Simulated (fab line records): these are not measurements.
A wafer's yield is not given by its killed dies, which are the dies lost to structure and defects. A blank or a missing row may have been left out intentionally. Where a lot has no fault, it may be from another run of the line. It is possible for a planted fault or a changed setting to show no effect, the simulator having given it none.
fab line records -- flow n5-finfet
record: lots: 10, wafers: 30, last-day: 17
route steps=1938 shown HKMG_FIN@447 BEOL_M4@1111 PASSIVATION@1936
lots that met no fault: from a run of the same line without faults
start-h: hours from the record's first day to the start of the lot's first wafer shown -- wait-h: hours from the lot's prior step to this one -- " repeats the value in the row above -- L1.1+2: one row covering several wafers at once -- - no value, or no start was given -- * or withheld: withheld -- < > ~ a bound
route shown NAME@n: a module of which the file shows steps, and the number in the route of the first -- usual: mean/standard deviation of fault-free wafers -- same: alike in all rows -- chamber/n: place in a boat -- sites: per-site readings -- _std_site: the values' standard deviation -- _edge_site: inner sites' mean taken away from outer sites' mean -- radius-mm: for every site, how far away it sits from the centre of the wafer -- mask NAME#n: copy n -- behind: the last tool/chamber to shape the wafer -- hold: reason for holding the lot/hours on hold/outcome of the hold -- device: transistor that didn't switch, given as n, p or np -- end of line: tests of these same wafers at the route's end -- a step without rows: its recipe alone -- killed: the dies lost at the first sort to structure and to defects; this is not the yield of the wafer -- map: a wafer's dies, marking killed ones x, the rest . and places with no die _
set.NAME: the setting as run; set.NAME@STEP: as run at that earlier step -- model.NAME: the simulator's own value behind a step, which no gauge read
one table for each step of the route and one row for each wafer, over a sample of lots
services: the hour from which a tool's chamber was out of use, counted from the record's first day as start-h (under 0 if before that day), plus the number of hours and why
== steps ==
step: N5_HKMG_FIN_STRIP_88
recipe: chemistry: N2/H2, power-w: 2500, temp-c: 300, h2-frac: 0.65, time-s: 360, pressure-mtorr: withheld, n2-flow-sccm: 1750, h2-flow-sccm: 3250
usual: drypump-motor-current-A: 5.50/0.18, heater-power-w: 427/24
lot.wafer,tool,chamber,start-h,wait-h,drypump-motor-current-A,heater-power-w,rf-hours-counter-h
L468.2,plasma-asher-01,1,77.22,0.0,5.47,430,36
L468.4,plasma-asher-01,1,77.22,0.0,5.49,415,-
L468.6,plasma-asher-01,0,77.22,0.0,5.64,393,-
L469.2,plasma-asher-01,1,80.79,0.0,5.50,430,38
L469.5,plasma-asher-01,0,80.79,0.0,5.65,400,-
L469.6,plasma-asher-01,1,80.79,0.0,5.50,440,-
L471.1,plasma-asher-01,0,93.85,0.0,5.68,394,40
L471.2,plasma-asher-01,1,93.85,0.0,5.48,433,40
L471.5,plasma-asher-01,1,93.85,0.0,5.49,428,-
L476.3,plasma-asher-01,0,128.44,0.1,5.65,393,-
L476.5,plasma-asher-01,1,128.44,0.1,5.49,435,-
L476.6,plasma-asher-01,0,128.44,0.1,5.64,401,-
L477.3,plasma-asher-02,1,134.91,0.1,5.62,448,-
L477.4,plasma-asher-02,0,134.91,0.1,5.13,467,-
L477.6,plasma-asher-02,0,134.91,0.1,5.16,446,-
L481.2,plasma-asher-01,1,156.85,0.0,5.48,429,52
L481.4,plasma-asher-01,0,156.85,0.0,5.66,391,-
L481.6,plasma-asher-01,1,156.85,0.0,5.49,423,-
L488.1,plasma-asher-02,1,197.03,0.0,5.64,453,111
L488.4,plasma-asher-02,1,197.03,0.0,5.63,437,-
L488.6,plasma-asher-02,0,197.03,0.0,5.14,463,-
L489.2,plasma-asher-02,0,203.55,0.0,5.15,463,113
L489.5,plasma-asher-02,1,203.55,0.0,5.62,443,-
L489.6,plasma-asher-02,0,203.55,0.0,5.16,452,-
L490.2,plasma-asher-01,1,209.02,0.0,5.51,420,62
L490.4,plasma-asher-01,1,209.02,0.0,5.49,444,-
L490.5,plasma-asher-01,1,209.02,0.0,5.50,436,-
L491.2,plasma-asher-01,0,215.13,0.0,5.66,391,64
L491.5,plasma-asher-01,1,215.13,0.0,5.49,432,-
L491.6,plasma-asher-01,0,215.13,0.0,5.63,394,-
step: N5_HKMG_FIN_ALD_72
recipe: material: W, target-thk-a: 20, temp-c: 300, pressure-torr: 7.5, ald-precursor-family: WF6, ald-co-reactant: B2H6, pulse-time-s: 1, purge-time-s: 2, co-reactant-purge-time-s: 2, co-reactant-pulse-time-s: 3, ald-cycles: 7
usual: ald-cycles: 7/0, heater-power-w: 501/13, precursor-pulse-height-rel: 1.001/0.021
lot.wafer,tool,chamber,start-h,wait-h,ald-cycles,heater-power-w,precursor-pulse-height-rel
L468.2,cvd-w-02,0,79.18,0.2,7,493,1.015
L468.4,cvd-w-02,0,79.18,0.2,7,481,1.012
L468.6,cvd-w-02,0,79.18,0.2,7,496,1.010
L469.2,cvd-w-01,1,82.72,0.2,7,485,0.976
L469.5,cvd-w-01,0,82.72,0.2,7,502,0.997
L469.6,cvd-w-01,1,82.72,0.2,7,486,1.007
L471.1,cvd-w-01,1,95.90,0.2,7,493,1.009
L471.2,cvd-w-01,0,95.90,0.2,7,519,1.031
L471.5,cvd-w-01,1,95.90,0.2,7,496,1.042
L476.3,cvd-w-01,1,130.28,0.2,7,488,0.997
L476.5,cvd-w-01,0,130.28,0.2,7,500,0.985
L476.6,cvd-w-01,1,130.28,0.2,9,478,0.998
L477.3,cvd-w-01,0,136.97,0.2,7,511,1.001
L477.4,cvd-w-01,1,136.97,0.2,7,482,1.001
L477.6,cvd-w-01,1,136.97,0.2,9,486,0.988
L481.2,cvd-w-02,1,158.88,0.2,7,520,1.033
L481.4,cvd-w-02,0,158.88,0.2,7,492,0.985
L481.6,cvd-w-02,1,158.88,0.2,7,499,0.999
L488.1,cvd-w-02,0,198.96,0.2,7,489,0.989
L488.4,cvd-w-02,0,198.96,0.2,7,490,1.000
L488.6,cvd-w-02,0,198.96,0.2,7,489,0.985
L489.2,cvd-w-02,1,205.47,0.2,7,517,1.030
L489.5,cvd-w-02,1,205.47,0.2,7,520,1.026
L489.6,cvd-w-02,0,205.47,0.2,7,487,1.016
L490.2,cvd-w-02,0,210.95,0.2,7,503,0.987
L490.4,cvd-w-02,0,210.95,0.2,7,497,1.000
L490.5,cvd-w-02,0,210.95,0.2,7,495,0.994
L491.2,cvd-w-01,1,217.24,0.2,7,484,0.973
L491.5,cvd-w-01,1,217.24,0.2,7,485,0.999
L491.6,cvd-w-01,0,217.24,0.2,7,515,1.021
step: N5_HKMG_FIN_W_FILL_22
recipe: material: W, target-thk-a: 600, temp-c: 400, pressure-torr: 39.4, time-s: 18.2
usual: heater-power-w: 895/24, throttle-valve-pct: 20.1/1.2
lot.wafer,tool,chamber,start-h,wait-h,heater-power-w,throttle-valve-pct
L468.2,cvd-w-02,0,79.24,0.0,892,20.6
L468.4,cvd-w-02,0,79.24,0.0,887,20.5
L468.6,cvd-w-02,0,79.24,0.0,881,20.7
L469.2,cvd-w-01,1,82.78,0.0,880,19.4
L469.5,cvd-w-01,0,82.78,0.0,919,18.3
L469.6,cvd-w-01,1,82.78,0.0,878,19.7
L471.1,cvd-w-01,1,95.96,0.0,884,19.7
L471.2,cvd-w-01,0,95.96,0.0,925,18.6
L471.5,cvd-w-01,1,95.96,0.0,867,19.5
L476.3,cvd-w-01,1,130.33,0.0,865,19.4
L476.5,cvd-w-01,0,130.33,0.0,891,18.5
L476.6,cvd-w-01,1,130.33,0.0,862,19.6
L477.3,cvd-w-01,0,137.03,0.0,917,18.5
L477.4,cvd-w-01,1,137.03,0.0,864,19.5
L477.6,cvd-w-01,1,137.03,0.0,863,19.6
L481.2,cvd-w-02,1,158.94,0.0,897,21.5
L481.4,cvd-w-02,0,158.94,0.0,878,20.9
L481.6,cvd-w-02,1,158.94,0.0,936,21.7
L488.1,cvd-w-02,0,199.03,0.0,883,21.1
L488.4,cvd-w-02,0,199.03,0.0,882,20.9
L488.6,cvd-w-02,0,199.03,0.0,891,20.9
L489.2,cvd-w-02,1,205.54,0.0,935,21.7
L489.5,cvd-w-02,1,205.54,0.0,919,21.9
L489.6,cvd-w-02,0,205.54,0.0,870,21.0
L490.2,cvd-w-02,0,211.01,0.0,872,21.1
L490.4,cvd-w-02,0,211.01,0.0,874,21.1
L490.5,cvd-w-02,0,211.01,0.0,863,20.9
L491.2,cvd-w-01,1,217.31,0.0,887,19.5
L491.5,cvd-w-01,1,217.31,0.0,850,19.4
L491.6,cvd-w-01,0,217.31,0.0,900,18.5
step: N5_HKMG_FIN_CMP_23
recipe: stop-on: SiNx, t-overpolish-s: 10, post-cmp-clean: rinse-only, down-force-psi: 4, platen-rpm: 50.289, pad-velocity-m-s: 1.0006, target-thk-nm: 46.326
usual: edge-zone-pressure-frac: 1.000/0.0043, motor-current-A: 12.0/0.66, pad-life-wafers: 1141/560
lot.wafer,tool,chamber,start-h,wait-h,edge-zone-pressure-frac,motor-current-A,pad-life-wafers
L468.4,cmp-04,2,79.45,0.1,1.008,13.2,469
L468.2,cmp-04,3,79.45,0.1,1.008,12.7,470
L468.6,cmp-04,1,79.45,0.1,0.997,11.6,-
L469.2,cmp-02,3,82.90,0.0,0.999,11.4,276
L469.6,cmp-02,3,82.90,0.0,1.000,11.2,-
L469.5,cmp-02,0,82.90,0.0,0.999,10.2,-
L471.2,cmp-02,2,96.07,0.0,0.995,12.6,378
L471.1,cmp-02,1,96.07,0.0,1.004,11.2,381
L471.5,cmp-02,2,96.07,0.0,0.990,12.6,-
L476.3,cmp-04,3,130.59,0.2,0.996,12.6,866
L476.5,cmp-04,1,130.59,0.2,1.006,12.4,-
L476.6,cmp-04,2,130.59,0.2,1.006,12.4,-
L477.4,cmp-03,2,137.28,0.2,0.997,11.8,1358
L477.3,cmp-03,3,137.28,0.2,1.007,11.8,1359
L477.6,cmp-03,0,137.28,0.2,1.004,11.5,-
L481.2,cmp-03,3,159.13,0.1,1.006,11.7,1555
L481.4,cmp-03,0,159.13,0.1,1.003,11.9,1556
L481.6,cmp-03,3,159.13,0.1,1.007,11.9,-
L488.1,cmp-03,2,199.21,0.1,1.009,11.4,1945
L488.4,cmp-03,3,199.21,0.1,0.997,12.6,1946
L488.6,cmp-03,2,199.21,0.1,1.001,12.2,-
L489.2,cmp-02,1,205.80,0.2,1.000,11.2,950
L489.5,cmp-02,3,205.80,0.2,1.001,12.1,-
L489.6,cmp-02,0,205.80,0.2,1.000,10.6,-
L490.2,cmp-03,2,211.18,0.0,1.001,11.7,2034
L490.4,cmp-03,3,211.18,0.0,1.005,12.0,2035
L490.5,cmp-03,3,211.18,0.0,0.995,11.5,-
L491.2,cmp-03,3,217.59,0.2,1.000,11.9,2090
L491.6,cmp-03,1,217.59,0.2,1.004,11.8,-
L491.5,cmp-03,2,217.59,0.2,1.001,12.0,-
step: N5_BEOL_M4_RC_MEAS_101
usual: DIBL_N: 37.5/1.9, DIBL_P: 37.3/2.4, IOFF_N: 0.18/0.038, IOFF_P: 0.23/0.045, ION_N: 677/11, ION_P: 464/8.1, SS_N: 72.0/0.68, SS_P: 73.5/0.77, VT_N: 249/3.3, VT_P: -249/3.6
lot.wafer,tool,chamber,start-h,wait-h,DIBL_N[mV/V],DIBL_P[mV/V],IOFF_N[nA/um],IOFF_P[nA/um],ION_N[uA/um],ION_P[uA/um],SS_N[mV/dec],SS_P[mV/dec],VT_N[mV],VT_P[mV]
L469.2,prober-01,0,163.33,0.2,38.4,37.3,0.22,0.24,688,468,72.3,74.0,242,-247
L469.5,prober-01,0,163.33,0.2,36.5,36.1,0.17,0.21,667,460,71.8,73.1,248,-253
L469.6,prober-01,0,163.33,0.2,39.9,39.5,0.24,0.27,679,461,72.8,74.7,245,-247
L468.2,prober-02,0,168.38,0.2,38.1,37.5,0.18,0.20,672,449,72.3,73.7,250,-251
L468.4,prober-02,0,168.38,0.2,40.4,40.1,0.23,0.24,687,465,73.4,73.7,248,-249
L468.6,prober-02,0,168.38,0.2,37.6,36.8,0.17,0.19,665,451,71.6,73.8,252,-254
L471.1,prober-01,0,185.26,0.0,36.2,38.4,0.18,0.24,671,468,72.0,73.2,251,-247
L471.2,prober-01,0,185.26,0.0,34.6,33.9,0.15,0.17,667,461,72.0,72.3,252,-251
L471.5,prober-01,0,185.26,0.0,33.8,35.0,0.13,0.18,657,457,71.6,72.8,252,-252
L476.3,prober-01,0,219.90,0.3,39.1,39.1,0.18,0.25,665,463,73.1,74.1,252,-249
L476.5,prober-01,0,219.90,0.3,37.8,36.6,0.16,0.22,665,460,72.4,73.1,255,-247
L476.6,prober-01,0,219.90,0.3,36.3,35.3,0.14,0.19,666,456,71.7,72.8,255,-252
L477.3,prober-02,0,222.27,0.3,37.2,37.5,0.18,0.25,673,469,71.4,73.7,250,-247
L477.4,prober-02,0,222.27,0.3,37.7,37.4,0.19,0.24,674,467,72.3,74.2,252,-247
L477.6,prober-02,0,222.27,0.3,37.5,37.3,0.17,0.23,669,461,71.2,74.2,249,-249
L481.2,prober-02,0,245.76,0.2,34.8,34.9,0.13,0.18,673,458,70.5,72.1,254,-250
L481.4,prober-02,0,245.76,0.2,37.4,37.4,0.16,0.21,659,455,71.8,73.2,250,-253
L481.6,prober-02,0,245.76,0.2,38.5,39.7,0.19,0.25,685,471,71.4,73.7,248,-248
L488.1,prober-02,0,293.19,0.0,38.6,39.3,0.18,0.24,681,464,71.8,74.7,247,-250
L488.4,prober-02,0,293.19,0.0,39.7,40.5,0.23,0.26,683,463,72.4,74.5,244,-249
L488.6,prober-02,0,293.19,0.0,40.7,41.6,0.23,0.27,692,470,72.7,74.2,245,-249
L489.2,prober-01,0,298.54,0.2,35.9,35.1,0.15,0.20,672,460,72.0,74.0,250,-250
L489.5,prober-01,0,298.54,0.2,34.5,32.9,0.13,0.17,650,450,71.4,72.2,253,-253
L489.6,prober-01,0,298.54,0.2,38.4,39.1,0.22,0.30,701,482,72.4,73.5,244,-243
L490.2,prober-02,0,300.38,0.2,38.9,38.9,0.22,0.25,682,458,72.6,73.9,248,-249
L490.4,prober-02,0,300.38,0.2,36.0,36.7,0.15,0.21,675,466,71.9,72.7,249,-248
L490.5,prober-02,0,300.38,0.2,34.5,36.0,0.13,0.20,664,462,71.6,73.4,253,-250
L491.2,prober-02,0,307.99,0.2,41.6,42.9,0.28,0.37,705,480,72.5,75.0,243,-242
L491.5,prober-02,0,307.99,0.2,37.2,36.3,0.17,0.24,670,462,71.4,73.9,249,-245
L491.6,prober-02,0,307.99,0.2,38.0,37.6,0.17,0.23,670,462,72.1,73.2,251,-251
step: N5_PASSIVATION_PROBE_49
usual: defect-limited-yield: 91.2/1.5, killed_at_M0_to_M3: 31/10, killed_at_M4_up: 15/5.9, killed-at-contacts: 13/6, killed-at-front-end: 41/11, killed-at-other: 4/3.1, killed-dies: 104/18, killed-open: 68/13, killed-short: 33/8.1, sort_bin_4_leakage: 0.00/0.03, sort_bin_5_function: 5.1/1.1, sort_bin_6_memory: 3.2/0.69, sort_bin_8_speed: 0.01/0.045, sort-n-pass: 1076/18
same: gross-dies: 1180, killed-at-back-side: 0
lot.wafer,tool,chamber,start-h,wait-h,defect-limited-yield[%],killed_at_M0_to_M3,killed_at_M4_up,killed-at-contacts,killed-at-front-end,killed-at-other,killed-dies,killed-open,killed-short,sort_bin_4_leakage[%],sort_bin_5_function[%],sort_bin_6_memory[%],sort_bin_8_speed[%],sort-n-pass
L471.1,prober-01,-,292.22,0.0,90.3,42,13,13,44,3,115,84,30,0,6.2,3.4,0,1065
L471.2,prober-01,-,292.27,0.1,88.6,44,16,18,40,16,134,91,42,0,7.1,4.0,0,1046
L471.5,prober-01,-,292.42,0.2,89.2,41,25,6,44,12,128,87,41,0,6.3,4.2,0,1052
L476.3,prober-02,-,324.48,0.1,89.9,31,10,30,45,3,119,75,39,0,5.9,3.4,0.34,1061
L476.5,prober-02,-,324.58,0.2,93.3,23,9,11,32,4,79,54,23,0,3.2,3.1,0,1101
L476.6,prober-02,-,324.63,0.3,92.4,21,18,10,37,4,90,59,27,0,4.7,2.9,0,1090
L481.4,prober-01,-,345.59,0.2,89.2,36,19,16,50,6,127,85,41,0,6.2,4.2,0,1053
killed by level:class
L471.1 STI_FIN_REVEAL:geometric-particle:open=15 FIN_SAQP:geometric-particle:open=10 MOL_CONTACT_COAG:geometric-particle:open=9 BEOL_M2:geometric-particle:open=8 BEOL_M0_SAQP:geometric-particle:open=8 BEOL_M4:geometric-particle:open=8 BEOL_M3:geometric-particle:open=7 FIN_SAQP:geometric-particle:short=6
L471.2 STI_FIN_REVEAL:geometric-particle:open=17 MOL_CONTACT_COAG:geometric-particle:open=15 BEOL_M4:geometric-particle:open=12 BEOL_M0_SAQP:geometric-particle:short=10 BEOL_M0_SAQP:geometric-particle:open=9 BEOL_M3:geometric-particle:open=8 FIN_SAQP:geometric-particle:open=7 BEOL_M1:geometric-particle:open=5
L471.5 STI_FIN_REVEAL:geometric-particle:open=17 FIN_SAQP:geometric-particle:short=12 BEOL_M4:geometric-particle:open=10 BEOL_M0_SAQP:geometric-particle:short=9 FIN_SAQP:geometric-particle:open=7 BEOL_M0_SAQP:geometric-particle:open=7 BEOL_M3:geometric-particle:open=7 BEOL_M1:geometric-particle:open=6
L476.3 MOL_CONTACT_COAG:geometric-particle:open=23 FIN_SAQP:geometric-particle:open=13 FIN_SAQP:geometric-particle:short=8 MOL_CONTACT_COAG:geometric-particle:short=7 BEOL_M0_SAQP:geometric-particle:open=7 BEOL_M4:geometric-particle:open=5 STARTING-WAFER:geometric-particle:short=5 DUMMY_GATE:geometric-particle:short=4
L476.5 FIN_SAQP:geometric-particle:short=9 BEOL_M3:geometric-particle:open=9 MOL_CONTACT_COAG:geometric-particle:open=9 FIN_SAQP:geometric-particle:open=8 BEOL_M2:geometric-particle:open=5 BEOL_M8:geometric-particle:open=4 DUMMY_GATE:geometric-particle:open=3 GATE_CUT:geometric-particle:short=3
L476.6 FIN_SAQP:geometric-particle:open=12 MOL_CONTACT_COAG:geometric-particle:open=7 DUMMY_GATE:geometric-particle:open=6 BEOL_M3:geometric-particle:open=6 FIN_SAQP:geometric-particle:short=4 BEOL_M1:geometric-particle:short=4 MOL_CONTACT_COAG:geometric-particle:short=3 BEOL_M0_SAQP:geometric-particle:open=3
L481.4 FIN_SAQP:geometric-particle:open=17 BEOL_M2:geometric-particle:open=17 MOL_CONTACT_COAG:geometric-particle:open=13 FIN_SAQP:geometric-particle:short=10 STI_FIN_REVEAL:geometric-particle:open=8 BEOL_M0_SAQP:geometric-particle:short=6 BEOL_M5:geometric-particle:open=5 SPACER0:geometric-particle:open=3
== services ==
tool,chamber,start-h,hours,kind
cvd-w-02,-,73.13,2.8,pm
plasma-asher-02,-,78.02,2.8,pm
cmp-04,-,81.89,0.6,repair
cmp-03,-,114.92,5.2,pm
cmp-04,-,123.04,2.1,repair
cmp-02,-,130.62,2.9,repair
cvd-w-02,-,130.93,0.7,repair
cvd-w-01,1,152.61,2.8,repair
cmp-02,-,153.46,31.7,pm
cvd-w-02,-,155.45,0.6,repair
cmp-03,-,168.10,0.7,repair
cvd-w-01,-,194.05,2.8,pm
plasma-asher-01,-,194.37,3.4,repair
cmp-02,-,207.54,0.9,repair
== key ==
first-sign: step: N5_HKMG_FIN_ALD_72, reading: ald-cycles, direction: up, sigmas: 99+, usual: *, struck: *
effect none on later readings
met-at N5_HKMG_FIN_ALD_72
struck-lots L476,L477
struck-wafers L476.6,L477.6
not-acting-at N5_HKMG_FIN_STRIP_88,N5_HKMG_FIN_W_FILL_22,N5_HKMG_FIN_CMP_23
onset-between 95.90 130.28
fault: kind: process-parameter-drift, tool: cvd-w-01, chamber: -, onset-h: 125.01, steps: N5_HKMG_FIN_ALD_72, channel: ald-cycles, offset: *, shape: step, end-h: 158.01, scope: struck-wafers-only, stated: *
